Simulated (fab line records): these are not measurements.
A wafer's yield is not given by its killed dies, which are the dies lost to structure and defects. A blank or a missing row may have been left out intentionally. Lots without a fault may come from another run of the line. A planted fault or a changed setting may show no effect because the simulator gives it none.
Split-lot study	flow n5-finfet	on a route of 1938 steps: 7 lots, 39 wafers read

THE SPLIT ITSELF
At N5_SPACER0_ALD_07 (deposits SiNx, target thk 2 nm), the setting target-thk-a was moved away from the recipe's 20 angstrom on 15 of the 39 wafers read, by -42.9% to +45.1%. This setting was run at the recipe's value on the other wafers.

Reading taken at the split's own step.

THE READING
SiNx_of_SPACER0_ALD_07.thk-nm (the simulator's own value, which no gauge read), in nm, at N5_SPACER0_ALD_07 (deposits SiNx, target thk 2 nm). There is no usual value for it anywhere in the file.

wafer	tool, chamber at the split	target-thk-a as run, angstrom	against the recipe	SiNx_of_SPACER0_ALD_07.thk-nm, nm	against lot-mates on the recipe
L076.1	ald-sin-03, 0	29.02	+45.1%	3	+1.0
L076.2	ald-sin-03, 2,3	29.02	+45.1%	2.8	+0.8
L076.5	ald-sin-03, 2,3	29.02	+45.1%	2.8	+0.8
L076.3	ald-sin-03, 1,3,2	20	recipe	2	-
L076.4	ald-sin-03, 1,3,2	20	recipe	2	-
L076.6	ald-sin-03, 1,3,2	20	recipe	2	-
L081.1	ald-sin-02, 1,0,3	28.29	+41.4%	2.8	+0.8
L081.3	ald-sin-02, 1,0,3	28.29	+41.4%	2.8	+0.8
L081.5	ald-sin-02, 1,0,3	28.29	+41.4%	2.8	+0.8
L081.2	ald-sin-02, 3,2,2	20	recipe	2	-
L081.4	ald-sin-02, 3,2,2	20	recipe	2	-
L081.6	ald-sin-02, 3,2,2	20	recipe	2	-
L083.2	ald-sin-02, 3,2,2	20	recipe	2	-
L083.4	ald-sin-02, 3,2,2	20	recipe	2	-
L083.5	ald-sin-02, 3,2,2	20	recipe	2	-
L087.1	ald-sin-03, 0,2,3	11.43	-42.9%	1.2	-0.8
L087.2	ald-sin-03, 0,2,3	11.43	-42.9%	1.2	-0.8
L087.3	ald-sin-03, 0,2,3	11.43	-42.9%	1.2	-0.8
L087.4	ald-sin-03, 3,0,2	20	recipe	2	-
L087.5	ald-sin-03, 3,0,2	20	recipe	2	-
L087.6	ald-sin-03, 3,0,2	20	recipe	2	-
L089.1	ald-sin-04, 3,2,1	20	recipe	2	-
L089.3	ald-sin-04, 3,2,1	20	recipe	2	-
L089.4	ald-sin-04, 3,2,1	20	recipe	2	-
L089.2	ald-sin-04, 0,2,3	12.42	-37.9%	1.2	-0.8
L089.5	ald-sin-04, 0,2,3	12.42	-37.9%	1.2	-0.8
L089.6	ald-sin-04, 0,2,3	12.42	-37.9%	1.2	-0.8
L094.1	ald-sin-02, 2,1,2	20	recipe	2	-
L094.3	ald-sin-02, 2,1,2	20	recipe	2	-
L094.6	ald-sin-02, 2,1,2	20	recipe	2	-
L094.2	ald-sin-02, 3,0,3	16.41	-17.9%	1.6	-0.4
L094.4	ald-sin-02, 3,0,3	16.41	-17.9%	1.6	-0.4
L094.5	ald-sin-02, 3,0,3	16.41	-17.9%	1.6	-0.4
L095.1	ald-sin-02, 3,0,2,1,2,3	20	recipe	2	-
L095.2	ald-sin-02, 3,0,2,1,2,3	20	recipe	2	-
L095.3	ald-sin-02, 3,0,2,1,2,3	20	recipe	2	-
L095.4	ald-sin-02, 3,0,2,1,2,3	20	recipe	2	-
L095.5	ald-sin-02, 3,0,2,1,2,3	20	recipe	2	-
L095.6	ald-sin-02, 3,0,2,1,2,3	20	recipe	2	-
When a row names more than one chamber, that row covers several wafers, and the file does not tell which wafer ran in which chamber.

THE FIT
A straight line over all 39 wafers: SiNx_of_SPACER0_ALD_07.thk-nm changes by +0.0196 nm for each +1% of target-thk-a; r = +1.00; the points scatter about the line by 0.036 nm.
The same after taking each lot's own level away (the mean of its wafers on the recipe; 39 wafers): +0.0196 nm for each +1%; r = +1.00; scatter 0.036 nm.
The reading moves by 0.88 nm for the largest change in target-thk-a, on that fit.
The lots' own levels span 2.00 to 2.00 nm.
The two slopes agree, so the slope changes little with the lot-to-lot level.
Check: for one of the wafers moved furthest among these (+45.1%), held out of the fit, the line's prediction against its lot-mates is +0.859 nm. Against them it came out at +1 nm.

FILE'S OWN FIT
SiNx_of_SPACER0_ALD_07.thk-nm changes by +0.0196 nm for each +1% of target-thk-a, r = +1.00.
